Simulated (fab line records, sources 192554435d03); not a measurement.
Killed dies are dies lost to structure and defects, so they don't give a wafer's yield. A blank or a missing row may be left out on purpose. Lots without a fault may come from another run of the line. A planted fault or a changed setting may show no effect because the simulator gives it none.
Split-lot experiment | flow n5_finfet | 7 lots, 21 wafers read, on a route of 1938 steps

THE SPLIT
At N5_SDB_COAT_03 (time 60 s, resist thk 100 nm), the setting spin_rpm was moved away from the recipe's 1500 rpm on 8 of the 21 wafers read, by -5.3% to +10.9%. The other wafers ran this setting at the recipe's value.

FROM THE SPLIT TO THE READING: what the file shows between them, 7 steps
- N5_SDB_COAT_04: time 60 s, resist thk 18 nm
- N5_SDB_COAT_05: resist thk 90 nm
- N5_SDB_DESCUM_16: chemistry O2, time 7.9 s
- N5_SDB_ETCH_17: etches SiARC in CF4, target depth 23.4 nm, time 39 s
- N5_SDB_ETCH_18: etches SOC in N2/H2, target depth 100 nm, overetch 20 nm, time 150 s
- N5_SDB_STRIP_19: strips in N2/H2
- N5_SDB_STRIP_21: strips in CF4

THE READING
SOC_of_SDB_COAT_03.thk_nm (the simulator's own value, which no gauge read), in nm, at N5_SDB_HM_OPEN_20 (chemistry CH3F/O2, target SiNx, stops on poly-Si, target depth 24 nm). The file gives no usual value for it. The 13 wafers here that ran the recipe average 84.2 nm, standard deviation 0.46 nm.

wafer  | tool, chamber at the split | spin_rpm as run, rpm | against the recipe | SOC_of_SDB_COAT_03.thk_nm, nm | against lot-mates on the recipe
L077.1 | litho_track-05, 0          | 1600                 | +6.7%              | 80.6                          | -3.3
L077.5 | litho_track-05, 0          | 1500                 | recipe             | 84.2                          | -
L077.6 | litho_track-05, 0          | 1500                 | recipe             | 83.6                          | -
L079.1 | litho_track-02, 0          | 1500                 | recipe             | 84.2                          | -
L079.4 | litho_track-02, 0          | 1500                 | recipe             | 84.2                          | -
L079.3 | litho_track-02, 0          | 1500                 | recipe             | 84.6                          | -
L082.1 | litho_track-02, 0          | 1500                 | recipe             | 84.4                          | -
L082.3 | litho_track-02, 0          | 1500                 | recipe             | 84.2                          | -
L082.6 | litho_track-02, 0          | 1500                 | recipe             | 84                            | -
L083.1 | litho_track-04, 0          | 1420                 | -5.3%              | 86                            | +3.0
L083.5 | litho_track-04, 0          | 1420                 | -5.3%              | 86                            | +3.0
L083.4 | litho_track-04, 0          | 1500                 | recipe             | 83                            | -
L086.1 | litho_track-05, 0          | 1500                 | recipe             | 84.8                          | -
L086.2 | litho_track-05, 0          | 1500                 | recipe             | 84.6                          | -
L086.3 | litho_track-05, 0          | 1437                 | -4.2%              | 87                            | +2.3
L091.1 | litho_track-04, 0          | 1653                 | +10.2%             | 78.8                          | no lot-mate on the recipe
L091.2 | litho_track-04, 0          | 1653                 | +10.2%             | 78.8                          | no lot-mate on the recipe
L091.5 | litho_track-04, 0          | 1653                 | +10.2%             | 79                            | no lot-mate on the recipe
L095.3 | litho_track-02, 0          | 1664                 | +10.9%             | 79                            | -5.1
L095.4 | litho_track-02, 0          | 1500                 | recipe             | 84.4                          | -
L095.5 | litho_track-02, 0          | 1500                 | recipe             | 83.8                          | -

THE FIT
A straight line over all 21 wafers: SOC_of_SDB_COAT_03.thk_nm changes by -0.492 nm for each +1% of spin_rpm; r = -0.98; the points scatter about the line by 0.5 nm.
The same after taking each lot's own level away (the mean of its wafers on the recipe; 18 wafers): -0.501 nm for each +1%; r = -0.99; scatter 0.23 nm.
On that fit, the largest move of spin_rpm shifts the reading by 5.5 nm.
The lots' own levels span 83.00 to 84.70 nm, that is 3.7 times the standard deviation above.
So the lot-to-lot level changes the slope little: the two slopes agree.
Check: with one of the wafers moved furthest among these (+10.9%) left out of the fit, the line predicts -5.78 nm for it against its lot-mates. It came out at -5.1 nm against them.

OTHER SPLITS ON THESE WAFERS
These wafers also went through other splits before the reading. Each is held against what the fit with the lots' levels taken away leaves over:
other split on the same wafers     | wafers away from the commonest value | r with SOC_of_SDB_COAT_03.thk_nm (lot level and that fit taken away)
N5_SD_EPI_N_PEB_07 peb_time_s      | 6                                    | -0.19
N5_SD_EPI_N_ETCH_45 target_depth_a | 8                                    | -0.35
N5_ILD0_ALD_15 ald_cycles          | 5                                    | -0.15

THE WHOLE CHAIN: every reading that the file lists as answering this split, in the file's order
step              | what it does                                                         | reading                                                                    | change (the file's fit)               | r (the file's)
N5_SDB_COAT_03    | time 60 s, resist thk 100 nm                                         | SOC_of_SDB_COAT_03.thk_nm (the simulator's own value, which no gauge read) | -0.473 nm for each +1% of the setting | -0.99
N5_SDB_ETCH_18    | etches SOC in N2/H2, target depth 100 nm, overetch 20 nm, time 150 s | etch.depth_nm (the simulator's own value, which no gauge read)             | -0.472 nm for each +1% of the setting | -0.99
N5_SDB_HM_OPEN_20 | chemistry CH3F/O2, target SiNx, stops on poly-Si, target depth 24 nm | SOC_of_SDB_COAT_03.thk_nm (the simulator's own value, which no gauge read) | -0.492 nm for each +1% of the setting | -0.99
N5_SDB_STRIP_22   | strips in N2/H2                                                      | strip_time_to_endpoint_s                                                   | withheld for each +1% of the setting  | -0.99

THE FILE'S OWN FIT
SOC_of_SDB_COAT_03.thk_nm changes by -0.492 nm for each +1% of spin_rpm, r = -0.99.
